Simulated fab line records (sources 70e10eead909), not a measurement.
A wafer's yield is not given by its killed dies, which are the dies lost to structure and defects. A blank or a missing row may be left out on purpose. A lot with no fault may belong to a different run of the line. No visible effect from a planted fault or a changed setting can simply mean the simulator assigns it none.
Which tool is to blame?	flow nand harc	12 lots (36 wafers sampled), 1 step of a 1159-step route

== WHAT EACH GAUGE READ, for each wafer ==
NHARC_A_ONON_D1_THK_MEAS_18: measures by ellipsometry.
lot	measured	on	thk nm (nm)
L076	day 8 10:08	film metro-01	983 982 981
L078	day 8 21:38	film metro-01	1004 1005 1003
L081	day 9 14:58	film metro-02	997 999 999
L079	day 9 14:58	film metro-02	996 997 995
L082	day 9 21:45	film metro-01	1001 1000 1003
L086	day 11 00:58	film metro-02	1002 1003 1003
L085	day 12 00:43	film metro-02	997 998 998
L090	day 12 08:28	film metro-02	998 998 999
L089	day 12 08:50	film metro-01	1011 1014 1011
L092	day 12 16:29	film metro-02	1008 1006 1007
L095	day 13 06:34	film metro-02	1000 1001 999
L097	day 13 17:40	film metro-02	989 987 987

== WHICH TOOL RAN EACH LOT (tool, then ch and the chambers of the sampled wafers, then the start) ==
The record shows no process step preceding these readings.

== THE ANSWER, worked out from the rows above alone ==
Rule: the usual values come from the lots themselves. Put in order of their means at a reading, lots are off if they are a third of the lots or fewer, leave a main group of 4 or more, and stand apart from it by a gap of 3 or more times the standard deviation of the main group's means; of several such gaps the widest counts. A main group is skipped when, at the precision printed for the reading in the tables above, its means are all equal. Also off: a lot with no number at a reading for which 4 or more lots have one. The other lots that the step has rows for count as sound.
Across all readings shown, no lot is off: no conclusion can be drawn from this.

== WHAT THE SIMULATOR HAD INSERTED ==
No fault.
